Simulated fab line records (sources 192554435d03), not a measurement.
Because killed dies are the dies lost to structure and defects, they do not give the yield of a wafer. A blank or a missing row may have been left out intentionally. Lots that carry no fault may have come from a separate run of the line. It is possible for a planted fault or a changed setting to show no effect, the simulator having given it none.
Chamber matching + flow n5Finfet + N5_BEOL_M4_PRE_CLEAN_60 on cvdCo-01: 3 sister chambers
The step time 15 s. 3 wafers are shown with their chamber, then 12 later ones without.

EACH WAFER AND ITS CHAMBER
| wafer  | chamber | heaterPowerW (W) |
|--------|---------|------------------|
| L087.5 | 1       | 105              |
| L091.2 | 0       | 104              |
| L091.6 | 2       | 45               |

WAFERS MISSING THEIR CHAMBER
| wafer  | heaterPowerW (W) |
|--------|------------------|
| L093.3 | 44               |
| L093.4 | 102              |
| L093.6 | 103              |
| L095.2 | 104              |
| L095.3 | 105              |
| L095.4 | 102              |
| L096.2 | 46               |
| L096.4 | 104              |
| L096.6 | 45               |
| L097.3 | 103              |
| L097.5 | 104              |
| L097.6 | 45               |

WHICH CHAMBER EACH WENT THROUGH
| wafer  | from the rows above     | in truth |
|--------|-------------------------|----------|
| L093.3 | 2                       | 2        |
| L093.4 | can't be placed: 0 or 1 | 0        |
| L093.6 | can't be placed: 0 or 1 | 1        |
| L095.2 | can't be placed: 0 or 1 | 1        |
| L095.3 | can't be placed: 1 or 0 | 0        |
| L095.4 | can't be placed: 0 or 1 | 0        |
| L096.2 | 2                       | 2        |
| L096.4 | can't be placed: 0 or 1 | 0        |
| L096.6 | 2                       | 2        |
| L097.3 | can't be placed: 0 or 1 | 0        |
| L097.5 | can't be placed: 0 or 1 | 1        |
| L097.6 | 2                       | 2        |
Correctly placed: 4 of 12. From these rows, 8 cannot be placed; in 8 the true chamber is one of the candidates. Wrongly placed: 0.
How it was worked out, from the rows above alone: a wafer's distance from a chamber is the root of the sum, over the readings, of the square of ((its reading less the chamber's mean) divided by the reading's scatter). If the next closest chamber is less than 2 further off than the closest, the wafer can't be placed; otherwise it belongs to the closest. The mean given for a chamber averages the wafers shown for that chamber. The scatter (one wafer shown for each chamber): square how far every hidden wafer sits from the nearest shown wafer, average those squares and take the square root.
